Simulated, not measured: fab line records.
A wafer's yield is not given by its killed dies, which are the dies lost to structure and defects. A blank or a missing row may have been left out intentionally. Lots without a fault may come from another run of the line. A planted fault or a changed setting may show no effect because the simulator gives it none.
fab line records	flow nandHarc
[record] lots = 6	wafers = 18	lastDay = 24
route steps=1159 shown A_CONTACT@900 END@1159
lots with no fault: from the same line, run without faults
startH: hours from the record's opening day to when the first of the lot's shown wafers began	waitH: time in hours since the lot's previous step	" same as the row above	L1.1+2: a row that stands for several wafers	- either no value or no given start	* or withheld: withheld	< > ~ a bound
route shown NAME@n: a module of which the file shows steps, and the number in the route of the first	usual: mean and standard deviation over wafers with no fault	same: alike in all rows	chamber/n: place in a boat	sites: each site's reading	_std_site: how widely they spread, as a standard deviation	_edge_site: outer sites' mean less inner sites'	radiusMm: for every site, how far away it sits from the centre of the wafer	mask NAME#n: copy n	behind: the last tool/chamber to shape the wafer	hold: why the lot went on hold/how many hours it stayed there/how the hold came to an end	device: which transistor (n, p or np) failed to switch	end of line: at the end of the route, the tests of the same wafers	step lacking rows: just its recipe	killed: count of dies lost to structure and defects at first sort (not the wafer's yield)	map: shows each die of a wafer: x if killed, . if not, _ if none is there
set.NAME: setting as actually run; set.NAME@STEP: the setting as run at that earlier step	model.NAME: the simulator's own value behind a step, which no gauge read
lots seen at some steps along the route; tables by step, rows by wafer
services: from which hour (startH, from the record's first day; less than 0 if before it) a tool's chamber was out of use, for how many hours, and why
[[steps]]
[step NHARC_A_CONTACT_ETCH_75]
[recipe] targetDepthA = 390	overEtchFrac = 0.3	timeS = 65	ionEnergyEv = 80	cf4FlowSccm = 150	arFlowSccm = 0	rfW = 300	biasW = 100	chemistry = CF4
[step NHARC_A_CONTACT_ETCH_76]
[recipe] targetDepthA = 2600	overEtchFrac = 0.3	timeS = 475.3	ionEnergyEv = 200	n2FlowSccm = 150	h2FlowSccm = 150	arFlowSccm = 0	rfW = 400	biasW = 150	chemistry = N2/H2
[step NHARC_A_CONTACT_ETCH_77]
[recipe] targetDepthA = 726	timeS = 36.3	cf4FlowSccm = 100	chf3FlowSccm = 30	arFlowSccm = 0	rfW = 500	biasW = 200	chemistry = CF4/CHF3
[step NHARC_A_CONTACT_ETCH_78]
[recipe] targetDepthA = 28000	overEtchFrac = 0.3	timeS = 728	ionEnergyEv = 150	o2FlowSccm = 400	cosFlowSccm = 20	arFlowSccm = 0	rfW = 500	biasW = 300	chemistry = O2/COS
[step NHARC_A_CONTACT_ETCH_124]
[recipe] sourceW = withheld	pressureMtorr = 20	biasV = withheld	timeS = 140	targetDepthA = 7000	arFlowSccm = withheld	c4f8FlowSccm = withheld	o2FlowSccm = withheld	chemistry = C4F8/O2/Ar
[step NHARC_A_CONTACT_ETCH_125]
[recipe] sourceW = withheld	pressureMtorr = 20	biasV = 1200	timeS = 155	targetDepthA = 9560	arFlowSccm = withheld	c4f8FlowSccm = withheld	o2FlowSccm = withheld	chemistry = C4F8/O2/Ar
[step NHARC_A_CONTACT_ETCH_126]
[recipe] sourceW = withheld	pressureMtorr = 20	biasV = 1200	timeS = 155	targetDepthA = 9560	arFlowSccm = withheld	c4f8FlowSccm = withheld	o2FlowSccm = withheld	chemistry = C4F8/O2/Ar
[step NHARC_A_CONTACT_ETCH_127]
[recipe] sourceW = withheld	pressureMtorr = 20	biasV = 1200	timeS = 155	targetDepthA = 9560	arFlowSccm = withheld	c4f8FlowSccm = withheld	o2FlowSccm = withheld	chemistry = C4F8/O2/Ar
[step NHARC_A_CONTACT_ETCH_128]
[recipe] sourceW = withheld	pressureMtorr = 20	biasV = 1200	timeS = 155	targetDepthA = 9560	arFlowSccm = withheld	c4f8FlowSccm = withheld	o2FlowSccm = withheld	chemistry = C4F8/O2/Ar
lot.wafer	tool	chamber	startH	waitH	rfHoursCounterH
L353.2	harCapEtch-03	0	388.26	0.1	87
L353.5	"	1	"	"	-
L353.6	"	0	"	"	-
L358.2	harCapEtch-02	1	426.84	0.1	17
L358.3	"	1	"	"	-
L358.6	"	1	"	"	-
L357.2	harCapEtch-01	1	428.29	0.1	65
L357.4	"	1	"	"	-
L357.3	"	0	"	"	-
L359.2	harCapEtch-01	1	443.01	0.1	67
L359.4	"	1	"	"	-
L359.6	"	1	"	"	-
L368.2	harCapEtch-03	0	492.62	0.1	103
L368.5	"	0	"	"	-
L368.6	"	1	"	"	-
L369.2	harCapEtch-03	0	510.46	0.1	107
L369.3	"	1	"	"	-
L369.5	"	0	"	"	-
[step NHARC_A_CONTACT_ETCH_129]
[recipe] sourceW = withheld	pressureMtorr = 20	biasV = 1200	timeS = 155	targetDepthA = 9560	arFlowSccm = withheld	c4f8FlowSccm = withheld	o2FlowSccm = withheld	chemistry = C4F8/O2/Ar
[step NHARC_A_CONTACT_ETCH_130]
[recipe] sourceW = withheld	pressureMtorr = 20	biasV = 1200	timeS = 155	targetDepthA = 9560	arFlowSccm = withheld	c4f8FlowSccm = withheld	o2FlowSccm = withheld	chemistry = C4F8/O2/Ar
[step NHARC_A_CONTACT_ETCH_131]
[recipe] sourceW = withheld	pressureMtorr = 20	biasV = 1200	timeS = 155	targetDepthA = 9560	arFlowSccm = withheld	c4f8FlowSccm = withheld	o2FlowSccm = withheld	chemistry = C4F8/O2/Ar
[step NHARC_A_CONTACT_ETCH_132]
[recipe] sourceW = withheld	pressureMtorr = 20	biasV = 1200	timeS = 156	targetDepthA = 9580	arFlowSccm = withheld	c4f8FlowSccm = withheld	o2FlowSccm = withheld	chemistry = C4F8/O2/Ar
lot.wafer	tool	chamber	startH	waitH	rfHoursCounterH
L353.2	harCapEtch-03	0	388.82	0.1	87
L353.5	"	1	"	"	-
L353.6	"	0	"	"	-
L358.2	harCapEtch-02	1	427.40	0.1	18
L358.3	"	1	"	"	-
L358.6	"	1	"	"	-
L357.2	harCapEtch-01	1	428.86	0.1	65
L357.4	"	1	"	"	-
L357.3	"	0	"	"	-
L359.2	harCapEtch-01	1	443.57	0.1	68
L359.4	"	1	"	"	-
L359.6	"	1	"	"	-
L368.2	harCapEtch-03	0	493.19	0.1	103
L368.5	"	0	"	"	-
L368.6	"	1	"	"	-
L369.2	harCapEtch-03	0	511.03	0.1	107
L369.3	"	1	"	"	-
L369.5	"	0	"	"	-
[step NHARC_A_CONTACT_ETCH_133]
[recipe] sourceW = withheld	pressureMtorr = 20	biasV = 400	timeS = 195	targetDepthA = 8400	arFlowSccm = withheld	c4f8FlowSccm = 11.5	o2FlowSccm = 7.2	chemistry = C4F8/O2/Ar
[step NHARC_A_CONTACT_ETCH_91]
[recipe] targetDepthA = 400	overEtchFrac = 0.5	timeS = 85.7	ionEnergyEv = 120	ch3fFlowSccm = 50	o2FlowSccm = 30	arFlowSccm = 200	rfW = 500	biasW = 100	chemistry = CH3F/O2
[step NHARC_A_CONTACT_ETCH_97]
[recipe] targetDepthA = 200	overEtchFrac = 0.5	timeS = 10	ionEnergyEv = 250	c4f6FlowSccm = 25	o2FlowSccm = 20	arFlowSccm = 500	rfW = 600	biasW = 500	chemistry = C4F6/O2
[step NHARC_A_CONTACT_CD_MEAS_80]
[usual] cdNm = 189.4/0.66
lot.wafer	tool	chamber	startH	waitH	cdNm
L353.2	cdSem-01	-	389.73	-	188.7
L353.5	"	-	"	"	189.2
L353.6	"	-	"	"	188.6
L358.2	cdSem-01	-	428.34	-	189.1
L358.3	"	-	"	"	188.9
L358.6	"	-	"	"	189.4
L357.2	cdSem-02	-	429.78	-	188.4
L357.3	"	-	"	"	188.6
L357.4	"	-	"	"	189.1
L359.2	cdSem-02	-	444.53	-	188.6
L359.4	"	-	"	"	189.4
L359.6	"	-	"	"	189.7
L368.2	cdSem-03	-	494.12	-	189.2
L368.5	"	-	"	"	188.9
L368.6	"	-	"	"	188.9
L369.2	cdSem-02	-	511.94	-	189.5
L369.3	"	-	"	"	190.1
L369.5	"	-	"	"	189.6
[step NHARC_A_CONTACT_STRIP_103]
[recipe] n2FlowSccm = 150	h2FlowSccm = 150	arFlowSccm = 0	biasW = 0	chemistry = N2/H2
[step NHARC_A_CONTACT_STRIP_104]
[recipe] cf4FlowSccm = 100	chf3FlowSccm = 30	arFlowSccm = 0	biasW = 0	chemistry = CF4/CHF3
[step NHARC_A_CONTACT_STRIP_105]
[recipe] o2FlowSccm = 400	cosFlowSccm = 20	arFlowSccm = 0	biasW = 0	chemistry = O2/COS
[step NHARC_A_CONTACT_ETCH_106]
[recipe] targetDepthA = 600	overetchA = 60	timeS = 33	ionEnergyEv = 100	cf4FlowSccm = 80	o2FlowSccm = 20	arFlowSccm = 0	rfW = 300	biasW = 100	chemistry = CF4/O2
[usual] drypumpMotorCurrentA = 5.5/0.32	mfcArSccm = 0.009/0.0091	oes_ar_750_au = 1.000/0.0047	oes_f_703_au = 1.000/0.0041	oesProductAu = 1.004/0.01	rfVppV = 197.6/1.5	showerheadPlenumPTorr = 1.33/0.059	throttleValvePct = 13.395/0.0093
lot.wafer	tool	chamber	startH	waitH	drypumpMotorCurrentA	mfcArSccm	oes_ar_750_au	oes_f_703_au	oesProductAu	rfHoursCounterH	rfVppV	showerheadPlenumPTorr	throttleValvePct
L353.2	rieDiel-11	3	390.03	0.1	5.7	0.013	1.002	0.996	0.992	4	196.7	1.30	13.410
L353.6	"	0	"	"	5.6	0.026	1.015	1.001	1.005	-	195.7	1.23	13.396
L353.5	"	1	"	"	5.0	0	0.997	0.996	1.016	-	200.5	1.38	13.398
L358.3	rieDiel-11	1	428.64	0.1	5.1	0	1.003	1.006	1.028	8	199.3	1.38	13.387
L358.2	"	2	"	"	5.8	0.004	0.994	1.000	1.027	7	198.7	1.40	13.396
L358.6	"	0	"	"	5.6	0.026	1.000	0.996	1.023	-	195.8	1.23	13.402
L357.4	rieDiel-09	3	430.07	0.0	6.0	0.008	1.001	1.005	0.985	64	198.7	1.36	13.404
L357.2	"	0	"	"	5.0	0.013	0.995	1.005	0.999	65	197.1	1.29	13.409
L357.3	"	1	"	"	5.6	0	1.007	1.000	0.998	66	197.6	1.32	13.404
L359.2	rieDiel-11	3	444.82	0.1	5.7	0.013	1.001	0.996	0.991	13	196.6	1.30	13.401
L359.4	"	2	"	"	5.9	0.004	1.001	0.998	1.012	10	199.7	1.40	13.390
L359.6	"	3	"	"	5.6	0.013	1.003	1.002	0.999	-	197.1	1.30	13.416
L368.2	rieDiel-11	1	494.46	0.1	5.0	0	0.993	0.998	1.010	23	198.1	1.37	13.391
L368.6	"	1	"	"	5.1	0	1.001	0.998	1.018	-	199.8	1.37	13.394
L368.5	"	2	"	"	5.8	0.004	0.995	1.003	1.016	-	198.9	1.40	13.402
L369.2	rieDiel-11	0	512.32	0.1	5.6	0.026	1.006	0.994	1.004	26	195.0	1.23	13.390
L369.3	"	1	"	"	5.0	0	1.003	0.994	1.008	26	198.8	1.37	13.398
L369.5	"	3	"	"	5.6	0.013	1.005	1.000	1.003	-	195.5	1.30	13.397
[step NHARC_A_CONTACT_STRIP_82]
[recipe] o2FlowSccm = 500	arFlowSccm = 0	biasW = 0	chemistry = O2
[step NHARC_A_CONTACT_STRIP_83]
[recipe] timeS = 600	tempC = 30	chemistry = postEtchResidueRemover
[step NHARC_A_CONTACT_DEP_84]
[recipe] targetThkA = 20000	tempC = 400	material = aC
[step NHARC_A_CONTACT_DEP_85]
[recipe] targetThkA = 500	targetThkNm = 50	tempC = 400	pressureTorr = 3.5	flowSccm = 200	rfW = 350	material = SiON
[step NHARC_A_CONTACT_DEHYDRATE_00]
[recipe] tempC = 150	timeS = 120
[step NHARC_A_CONTACT_HMDS_01]
[recipe] timeS = 30
[step NHARC_A_CONTACT_COAT_86]
[recipe] tempC = 260	timeS = 75
[step NHARC_A_CONTACT_COAT_87]
[recipe] tempC = 225	timeS = 65
[step NHARC_A_CONTACT_COAT_02]
[recipe] spinRpm = 1500	resistThkNm = 90
[step NHARC_A_CONTACT_SOFTBAKE_03]
[recipe] tempC = 105	timeS = 55
[step NHARC_A_CONTACT_EBR_04]
[step NHARC_A_CONTACT_EXPOSE_05]
[recipe] na = 1.35	sigmaOuter = 0.8	doseMj = 84.24	maskId = A_CC
[step NHARC_A_CONTACT_PEB_06]
[recipe] pebTempC = 100	pebTimeS = 65
[step NHARC_A_CONTACT_DEVELOP_07]
[recipe] developTimeS = 35	devTempC = 23
[step NHARC_A_CONTACT_CD_MEAS_08]
[recipe] targetCdNm = 100	landingEnergyEv = 500
[usual] cdNm = 100.3/0.53
lot.wafer	tool	chamber	startH	waitH	cdNm
L353.2	cdSem-01	0	392.67	-	100.4
L353.5	"	0	"	"	100.3
L353.6	"	0	"	"	100.5
L358.2	cdSem-02	0	431.98	-	101.3
L358.3	"	0	"	"	100.7
L358.6	"	0	"	"	100.7
L357.2	cdSem-02	0	434.47	-	99.8
L357.3	"	0	"	"	99.7
L357.4	"	0	"	"	100.2
L359.2	cdSem-02	0	449.76	-	100.3
L359.4	"	0	"	"	100.6
L359.6	"	0	"	"	100.9
L368.2	cdSem-03	0	497.45	-	100.2
L368.5	"	0	"	"	99.9
L368.6	"	0	"	"	99.7
L369.2	cdSem-01	0	515.04	-	101.6
L369.3	"	0	"	"	100.4
L369.5	"	0	"	"	101.0
[step NHARC_A_CONTACT_OVL_MEAS_09]
[usual] overlayXNm = 0.0/0.89	overlayYNm = 0.1/0.89
lot.wafer	tool	chamber	startH	waitH	overlayXNm	overlayYNm
L353.2	overlay-01	-	392.76	-	0.0	-0.7
L353.5	"	-	"	"	-0.1	-0.1
L353.6	"	-	"	"	-0.7	-0.8
L358.2	overlay-02	-	432.07	-	-0.7	1.6
L358.3	"	-	"	"	0.0	2.3
L358.6	"	-	"	"	-0.1	1.7
L357.2	overlay-01	-	434.56	-	0.8	-0.6
L357.3	"	-	"	"	0.8	-1.1
L357.4	"	-	"	"	0.7	-1.5
L359.2	overlay-02	-	449.85	-	1.6	0.1
L359.4	"	-	"	"	1.8	-0.3
L359.6	"	-	"	"	1.8	0.0
L368.2	overlay-02	-	497.54	-	1.3	0.5
L368.5	"	-	"	"	1.7	1.3
L368.6	"	-	"	"	1.4	0.3
L369.2	overlay-02	-	515.13	-	0.4	0.5
L369.3	"	-	"	"	0.9	0.4
L369.5	"	-	"	"	0.5	1.0
[step NHARC_A_CONTACT_DESCUM_13]
[recipe] timeS = 3	o2FlowSccm = 200	arFlowSccm = 0	biasPowerW = 0	chemistry = O2
[usual] drypumpMotorCurrentA = 5.5/0.32	mfcArSccm = 0.008/0.0088	oesProductAu = 1.004/0.011	rfVppV = 57.7/0.9	showerheadPlenumPTorr = 1.91/0.086	throttleValvePct = 11.311/0.0082
lot.wafer	tool	chamber	startH	waitH	drypumpMotorCurrentA	mfcArSccm	oesProductAu	rfHoursCounterH	rfVppV	showerheadPlenumPTorr	throttleValvePct
L353.2	rieDiel-11	3	392.87	0.1	5.7	0.013	0.996	4	57.7	1.86	11.295
L353.6	"	2	"	"	5.8	0.004	1.014	-	57.7	2.01	11.316
L353.5	"	3	"	"	5.6	0.013	0.994	-	58.0	1.86	11.314
L358.3	rieDiel-11	2	432.17	0.1	5.8	0.004	1.022	8	57.9	2.01	11.322
L358.2	"	1	"	"	5.1	0	1.028	9	59.2	1.97	11.306
L358.6	"	2	"	"	5.8	0.004	1.023	-	59.0	2.01	11.319
L357.3	rieDiel-11	0	434.66	0.1	5.6	0.026	1.013	11	56.6	1.76	11.299
L357.2	"	1	"	"	5.1	0	1.016	10	58.8	1.97	11.305
L357.4	"	3	"	"	5.7	0.013	0.996	10	57.3	1.86	11.309
L359.2	rieDiel-09	0	449.94	0.1	4.9	0.013	0.996	2	57.0	1.85	11.313
L359.4	"	3	"	"	6.0	0.008	0.993	2	58.6	1.95	11.302
L359.6	"	0	"	"	4.9	0.013	1.013	-	57.3	1.85	11.310
L368.2	rieDiel-09	1	497.82	0.2	5.6	0	0.993	23	57.7	1.89	11.301
L368.6	"	0	"	"	4.9	0.013	1.017	-	58.1	1.85	11.309
L368.5	"	1	"	"	5.6	0	1.001	-	58.1	1.89	11.321
L369.3	rieDiel-11	1	515.27	0.1	5.0	0	1.006	27	57.1	1.97	11.315
L369.2	"	3	"	"	5.6	0.013	1.011	27	57.2	1.86	11.285
L369.5	"	0	"	"	5.6	0.026	1.001	-	56.9	1.76	11.313
[step NHARC_A_CONTACT_ETCH_88]
[recipe] targetDepthA = 390	overEtchFrac = 0.3	timeS = 65	ionEnergyEv = 80	cf4FlowSccm = 150	arFlowSccm = 0	rfW = 300	biasW = 100	chemistry = CF4
[usual] drypumpMotorCurrentA = 5.5/0.31	mfcArSccm = 0.007/0.0086	oesProductAu = 1.002/0.011	rfVppV = 151.3/1.3	showerheadPlenumPTorr = 1.76/0.074	throttleValvePct = 13.282/0.0089
[same] overEtchFrac = 0.3
lot.wafer	tool	chamber	startH	waitH	drypumpMotorCurrentA	mfcArSccm	oesProductAu	rfHoursCounterH	rfVppV	showerheadPlenumPTorr	throttleValvePct
L353.2	rieDiel-11	1	392.95	0.1	5.0	0	1.008	3	151.2	1.82	13.313
L353.6	"	0	"	"	5.6	0.026	1.011	-	148.2	1.64	13.283
L353.5	"	1	"	"	5.1	0	1.022	-	152.9	1.82	13.287
L358.2	rieDiel-11	0	432.26	0.1	5.6	0.026	1.018	9	150.4	1.64	13.270
L358.3	"	1	"	"	5.1	0	1.017	9	152.4	1.82	13.297
L358.6	"	0	"	"	5.6	0.026	1.017	-	150.0	1.64	13.289
L357.3	rieDiel-11	2	434.74	0.1	5.8	0.004	1.012	9	154.0	1.85	13.289
L357.4	"	0	"	"	5.6	0.026	1.011	11	150.0	1.64	13.294
L357.2	"	1	"	"	5.0	0	1.012	10	150.6	1.82	13.286
L359.4	rieDiel-09	3	450.04	0.1	6.1	0.008	0.995	2	151.0	1.80	13.284
L359.2	"	0	"	"	4.9	0.013	1.005	2	150.6	1.72	13.283
L359.6	"	2	"	"	5.6	0	0.984	-	150.8	1.68	13.275
L368.2	rieDiel-09	2	498.14	0.3	5.6	0	0.992	20	150.2	1.68	13.279
L368.5	"	2	"	"	5.6	0	0.998	-	150.4	1.67	13.293
L368.6	"	3	"	"	6.0	0.008	0.990	-	151.3	1.80	13.285
L369.3	rieDiel-11	0	515.35	0.1	5.6	0.026	1.017	27	148.6	1.64	13.284
L369.2	"	1	"	"	5.0	0	1.002	27	153.7	1.82	13.280
L369.5	"	0	"	"	5.6	0.026	1.016	-	149.6	1.64	13.290
[step NHARC_A_CONTACT_ETCH_89]
[recipe] targetDepthA = 2600	overEtchFrac = 0.3	timeS = 475.3	ionEnergyEv = 200	n2FlowSccm = 150	h2FlowSccm = 150	arFlowSccm = 0	rfW = 400	biasW = 150	chemistry = N2/H2
[usual] drypumpMotorCurrentA = 5.5/0.31	mfcArSccm = 0.008/0.0087	oesProductAu = 1.003/0.011	rfVppV = 430.3/2.8	showerheadPlenumPTorr = 2.03/0.094	throttleValvePct = 14.170/0.0095
[same] overEtchFrac = 0.3
lot.wafer	tool	chamber	startH	waitH	drypumpMotorCurrentA	mfcArSccm	oesProductAu	rfHoursCounterH	rfVppV	showerheadPlenumPTorr	throttleValvePct
L353.2	rieDiel-11	2	-	-	5.8	0.004	1.011	3	433.7	2.15	14.170
L353.5	"	3	"	"	5.7	0.013	0.997	-	429.8	1.99	14.165
L353.6	"	0	"	"	5.6	0.026	1.009	-	425.6	1.88	14.167
L358.2	rieDiel-11	1	-	-	5.0	0	1.013	9	432.1	2.11	14.171
L358.3	"	2	"	"	5.9	0.004	1.011	8	432.3	2.14	14.182
L358.6	"	0	"	"	5.6	0.026	1.007	-	426.8	1.88	14.161
L357.2	rieDiel-11	3	-	-	5.7	0.013	0.994	10	428.3	1.98	14.164
L357.3	"	0	"	"	5.6	0.026	1.008	11	425.7	1.87	14.172
L357.4	"	1	"	"	5.0	0	1.015	10	433.2	2.11	14.174
L359.2	rieDiel-09	2	-	-	5.6	0	0.989	3	427.1	1.93	14.173
L359.4	"	3	"	"	6.0	0.008	0.994	2	432.3	2.08	14.176
L359.6	"	2	"	"	5.6	0	0.993	-	427.1	1.93	14.165
L368.2	rieDiel-09	3	-	-	6.0	0.008	0.991	20	431.3	2.08	14.174
L368.5	"	2	"	"	5.6	0	1.002	-	426.5	1.92	14.161
L368.6	"	3	"	"	6.0	0.008	1.003	-	431.6	2.08	14.159
L369.2	rieDiel-11	0	-	-	5.6	0.026	1.017	27	425.7	1.87	14.173
L369.3	"	1	"	"	5.1	0	1.015	27	431.4	2.10	14.164
L369.5	"	3	"	"	5.7	0.013	1.023	-	430.7	1.98	14.180
[step NHARC_A_CONTACT_ETCH_30]
[recipe] targetDepthA = 605	timeS = 30.2	cf4FlowSccm = 100	chf3FlowSccm = 30	arFlowSccm = 0	rfW = 500	biasW = 200	chemistry = CF4/CHF3
[step NHARC_END_SORT_01]
[recipe] tempC = 25
[usual] killedAtArray = 29/13	killedAtOther = 0.7/1	killedAtPeriphery = 3.2/2.3	killedDies = 33/13	killedOpen = 3.3/1.7	killedShort = 2.0/1.5
[same] grossDies = 677
lot.wafer	tool	chamber	startH	waitH	killedAtArray	killedAtOther	killedAtPeriphery	killedDies	killedOpen	killedShort
L368.2	prober-02	0	555.42	2.8	134	0	4	138	4	3
L368.5	prober-02	0	557.85	3.7	139	0	2	141	1	1
L368.6	prober-02	0	558.66	4.0	133	0	2	135	2	0
L369.2	prober-01	0	573.07	2.8	149	0	1	150	5	1
L369.3	prober-01	0	573.88	3.1	145	0	4	149	3	1
L369.5	prober-01	0	575.48	3.7	149	0	1	150	4	0
// killed by level:class
L368.2 A_CONTACT:unspecified=100 A_SLIT:chamberFilmFlake=18 A_CHANNEL_HOLE_D1:chamberFilmFlake=5 A_CONTACT:chamberFilmFlake=4 A_ONON_D1:geometricParticle:open=2 A_CONTACT:geometricParticle:open=2 P_GATE:chamberFilmFlake=2 P_M1:geometricParticle:short=1
L368.5 A_CONTACT:unspecified=103 A_SLIT:chamberFilmFlake=18 A_CHANNEL_HOLE_D1:chamberFilmFlake=7 A_CONTACT:chamberFilmFlake=5 P_GATE:chamberFilmFlake=2 A_CHANNEL_FILL_D1:chamberFilmFlake=2 A_CONTACT:geometricParticle:open=1 A_CONTACT:geometricParticle:short=1
L368.6 A_CONTACT:unspecified=111 A_CHANNEL_HOLE_D1:chamberFilmFlake=8 A_SLIT:chamberFilmFlake=7 A_CONTACT:chamberFilmFlake=4 P_GATE:chamberFilmFlake=2 A_CHANNEL_FILL_D1:geometricParticle:open=1 A_WL_FILL:geometricParticle:open=1 A_SGD_CUT:chamberFilmFlake=1
L369.2 A_CONTACT:unspecified=95 A_CHANNEL_HOLE_D1:chamberFilmFlake=22 A_SLIT:chamberFilmFlake=13 A_CONTACT:chamberFilmFlake=9 A_CONTACT:geometricParticle:open=2 A_STAIRCASE:chamberFilmFlake=2 A_CHANNEL_HOLE_D1:geometricParticle:open=1 A_WL_FILL:geometricParticle:short=1
L369.3 A_CONTACT:unspecified=101 A_SLIT:chamberFilmFlake=19 A_CHANNEL_HOLE_D1:chamberFilmFlake=13 A_CONTACT:chamberFilmFlake=4 P_GATE:chamberFilmFlake=2 A_STAIRCASE:chamberFilmFlake=2 P_CONTACT:geometricParticle:short=1 A_ONON_D1:geometricParticle:open=1
L369.5 A_CONTACT:unspecified=100 A_CHANNEL_HOLE_D1:chamberFilmFlake=23 A_SLIT:chamberFilmFlake=11 A_CONTACT:chamberFilmFlake=8 A_M0:geometricParticle:open=2 A_CHANNEL_FILL_D1:geometricParticle:open=1 A_WL_FILL:geometricParticle:open=1 P_GATE:chamberFilmFlake=1
// map L368.5 (x killed, . not)
____________.____________
_________......._________
_______..........._______
______.............______
_____..............._____
____........x........____
____.................____
___...................___
___...................___
__..x.........x........__
__...x...........x.....__
_....x..x..............._
_..xx..........xxxx....._
_...xx.........xxx.x...._
_.xxx.x........xxxx....._
_x.xxxxxx......xxx.x...._
.xxxxxxxx.....xxxx..x....
xxxxxxxx.........x.....x.
.xxxxxxxx..........x.....
xxxxxxxxxx...............
xxxxxxxxxx...............
_xxxxxxxx.x............._
_xxxxxxxxx.............._
_xxxxxxxx..............._
_xxxxxxx.x.............._
_.xxxxxx................_
__xxxxxx.............x.__
__..x..................__
___...x...............___
___...................___
____.................____
____.................____
_____.......x......._____
______.............______
_______.......x..._______
_________......._________
____________.____________
// map L369.2 (x killed, . not)
____________x____________
_________...x.xx_________
_______.....xxxx.x_______
______.......xxx.x.______
_____..............._____
____.................____
____.........xx......____
___..x................___
___...................___
__.............x.......__
__.....................__
_.....x................._
_x..xx..............x..._
_....x...........x......_
_.x....................._
_.xxxxx..........x......_
..xxxxxxx...............x
.xxxxxxx.x..............x
.xxxxxxx.................
xxxxxxxxxx...............
.xxxxxxxx.x........x.....
_xxxxxxxxx...........x.._
_xxxxxxxx..............._
_xxxxxxxx..............._
_xxxxxxx.x.............._
_.xxxxxx................_
__xxxxxx.x....x.xx.....__
__..x.x.x.........x....__
___...x......x.xx.....___
___........x.xx..x.x..___
____.......x.xxx.....____
____........x..x.x...____
_____.........x....._____
______.......x..x..______
_______..........x_______
_________..x...._________
____________.____________
[[services]]
tool	chamber	startH	hours	kind
rieDiel-11	-	367.16	9.0	pm
rieDiel-11	0	367.16	9.0	ventCycle
rieDiel-11	1	367.16	9.0	ventCycle
rieDiel-11	2	367.16	9.0	ventCycle
rieDiel-11	3	367.16	9.0	ventCycle
rieDiel-11	0	376.16	-	clean
rieDiel-11	1	376.16	-	clean
rieDiel-11	2	376.16	-	clean
rieDiel-11	3	376.16	-	clean
rieDiel-11	0	400.69	-	clean
rieDiel-11	1	400.69	-	clean
rieDiel-11	2	400.69	-	clean
rieDiel-11	3	400.69	-	clean
rieDiel-11	0	425.19	-	clean
rieDiel-11	1	425.19	-	clean
rieDiel-11	2	425.19	-	clean
rieDiel-11	3	425.19	-	clean
rieDiel-09	-	432.00	9.0	pm
rieDiel-11	0	449.69	-	clean
rieDiel-11	1	449.69	-	clean
rieDiel-11	2	449.69	-	clean
rieDiel-09	0	468.52	4.2	repair
rieDiel-11	0	495.03	1.5	repair
rieDiel-09	0	513.05	5.8	repair
[[key]]
[firstSign] step = NHARC_END_SORT_01	reading = killedAtArray	direction = up	sigmas = 8.8	usual = 29	struck = 142
[effect] step = NHARC_END_SORT_01	reading = killedDies	direction = up	sigmas = 8.7	usual = 33	struck = 144
[moreKillsBornAt] NHARC_A_CONTACT_ETCH_132@harCapEtch-03 = 588
metAt NHARC_A_CONTACT_ETCH_132
struckWafers L368.2,L368.5,L368.6,L369.2,L369.3,L369.5
testerLeftOut L368,L369
onsetBetween 388.82 493.19
alsoFits time
[fault] kind = chamberParticleSource	tool = harCapEtch-03	chamber = -	onsetH = 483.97	steps = NHARC_A_CONTACT_ETCH_132	ratePerVisitCm2 = 1.9796	endH = 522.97
// testerLeftOut: of these lots the tester's yield and bins aren't shown, on N5 and GAA mostly nor the transistor test; their killed dies are dies lost to structure and defects alone, not to doping, threshold or leakage, so they don't give the yield
